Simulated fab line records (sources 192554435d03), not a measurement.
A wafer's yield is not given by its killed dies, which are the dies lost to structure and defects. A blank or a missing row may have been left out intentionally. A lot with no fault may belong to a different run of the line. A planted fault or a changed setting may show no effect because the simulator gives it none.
Split-lot experiment	flow n5-finfet	on a route of 1938 steps: 7 lots, 39 wafers read

THE SPLIT ITSELF
At N5_MOL_CONTACT_COAG_ETCHBACK_136 (etches SiO2 in CHF3, target depth 25 nm, time 16.7 s), the setting target-depth-a was moved away from the recipe's 250 angstrom on 15 of the 39 wafers read, by -13.9% to +10.6%. This setting was run at the recipe's value on the other wafers.

FROM SPLIT TO READING: 1 step shown by the file between the two
- N5_MOL_CONTACT_COAG_STRIP_120: strips in CHF3

THE READING
etch.depth-nm (the simulator's own value, which no gauge read), in nm, at N5_MOL_CONTACT_COAG_VIA_ETCH_117 (etches SiO2 in C4F6/O2, target depth 40 nm, overetch 8 nm, time 26 s). There is no usual value for it anywhere in the file. Here, 24 wafers ran the recipe; their average is 40.03 nm with a standard deviation of 0.32 nm.

wafer	tool, chamber at the split	target-depth-a as run, angstrom	against the recipe	etch.depth-nm, nm	against lot-mates on the recipe
L076.1	rie-diel-04, 0,2,1	215.3	-13.9%	43.74	+3.76
L076.2	rie-diel-04, 0,2,1	215.3	-13.9%	43.63	+3.65
L076.3	rie-diel-04, 1,3,2	250	recipe	39.69	-
L076.4	rie-diel-04, 1,3,2	250	recipe	39.84	-
L076.5	rie-diel-04, 0,2,1	215.3	-13.9%	43.09	+3.11
L076.6	rie-diel-04, 1,3,2	250	recipe	40.4	-
L078.1	rie-diel-03, 0,3,2	272.3	+8.9%	38.7	-1.47
L078.2	rie-diel-03, 0,3,2	272.3	+8.9%	37.96	-2.21
L078.3	rie-diel-03, 1,2,1	250	recipe	39.66	-
L078.4	rie-diel-03, 1,2,1	250	recipe	40.97	-
L078.5	rie-diel-03, 1,2,1	250	recipe	39.89	-
L078.6	rie-diel-03, 0,3,2	272.3	+8.9%	38.46	-1.71
L080.1	rie-diel-04, 2,1,3,0,3,0	250	recipe	40.11	-
L080.2	rie-diel-04, 2,1,3,0,3,0	250	recipe	39.53	-
L080.3	rie-diel-04, 2,1,3,0,3,0	250	recipe	39.79	-
L080.4	rie-diel-04, 2,1,3,0,3,0	250	recipe	40.29	-
L080.5	rie-diel-04, 2,1,3,0,3,0	250	recipe	39.77	-
L080.6	rie-diel-04, 2,1,3,0,3,0	250	recipe	40.36	-
L083.1	rie-diel-03, 0,2,0	276.4	+10.6%	38.3	-1.77
L083.2	rie-diel-03, 3,1,1	250	recipe	40.17	-
L083.3	rie-diel-03, 0,2,0	276.4	+10.6%	38.6	-1.47
L083.4	rie-diel-03, 3,1,1	250	recipe	40.09	-
L083.5	rie-diel-03, 3,1,1	250	recipe	39.96	-
L083.6	rie-diel-03, 0,2,0	276.4	+10.6%	38.1	-1.97
L089.1	rie-diel-04, 1,2,1	218	-12.8%	42.72	+2.69
L089.2	rie-diel-04, 1,2,1	218	-12.8%	43.23	+3.20
L089.3	rie-diel-04, 0,2,0	250	recipe	40.19	-
L089.4	rie-diel-04, 0,2,0	250	recipe	39.96	-
L089.5	rie-diel-04, 1,2,1	218	-12.8%	42.56	+2.53
L089.6	rie-diel-04, 0,2,0	250	recipe	39.95	-
L090.2	rie-diel-05, 0,2,1	250	recipe	40.41	-
L090.4	rie-diel-05, 0,2,1	250	recipe	39.92	-
L090.6	rie-diel-05, 0,2,1	250	recipe	40.44	-
L094.1	rie-diel-04, 1,2,0	238.4	-4.6%	40.6	+0.80
L094.2	rie-diel-04, 1,2,0	238.4	-4.6%	41.55	+1.75
L094.3	rie-diel-04, 1,2,0	238.4	-4.6%	41.01	+1.21
L094.4	rie-diel-04, 3,0,1	250	recipe	39.71	-
L094.5	rie-diel-04, 3,0,1	250	recipe	40.03	-
L094.6	rie-diel-04, 3,0,1	250	recipe	39.65	-
Where a row lists several chambers, the file gives one row for several wafers and doesn't say which wafer went through which chamber.

FIT RESULTS
A straight line over all 39 wafers: etch.depth-nm changes by -0.211 nm for each +1% of target-depth-a; r = -0.97; the points scatter about the line by 0.38 nm.
The same after taking each lot's own level away (the mean of its wafers on the recipe; 39 wafers): -0.217 nm for each +1%; r = -0.97; scatter 0.36 nm.
Per that fit: largest target-depth-a move, reading shift of 3 nm.
The span of the lots' own levels, 39.797 to 40.257 nm, comes to 1.4 times the standard deviation stated above.
The two slopes agree, so the slope changes little with the lot-to-lot level.
Check: with one of the wafers moved furthest among these (-13.9%) left out of the fit, the line predicts +3.03 nm for it against its lot-mates. It came out at +3.76 nm against them.

ADDITIONAL SPLITS CARRIED BY THESE WAFERS
Note: prior to the reading, these wafers also went through further splits. Each is held against what the fit with the lots' levels taken away leaves over:
other split on the same wafers	wafers away from the commonest value	r with etch.depth-nm (lot level and that fit taken away)
N5_SD_EPI_P_EPI_21 time-s	15	+0.01
N5_SD_ACTIVATION_LSA_01 temp-c	12	-0.15
N5_HKMG_FIN_EXPOSE_09 dose-mj	9	-0.15
N5_GATE_CUT_CUT_ETCH_54 icp-w	18	+0.12
N5_MOL_CONTACT_COAG_ALD_133 ald-cycles	15	+0.10

THE WHOLE CHAIN: every reading that the file lists as answering this split, in the file's order
step	what it does	reading	change (the file's fit)	r (the file's)
N5_MOL_CONTACT_COAG_VIA_ETCH_117	etches SiO2 in C4F6/O2, target depth 40 nm, overetch 8 nm, time 26 s	MOL_CONTACT_COAG.feature-depth-nm (the simulator's own value, which no gauge read)	-0.219 nm for each +1% of the setting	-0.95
N5_MOL_CONTACT_COAG_VIA_ETCH_117	etches SiO2 in C4F6/O2, target depth 40 nm, overetch 8 nm, time 26 s	etch.depth-nm (the simulator's own value, which no gauge read)	-0.22 nm for each +1% of the setting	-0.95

THE FILE'S OWN FIT
etch.depth-nm changes by -0.22 nm for each +1% of target-depth-a, r = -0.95.
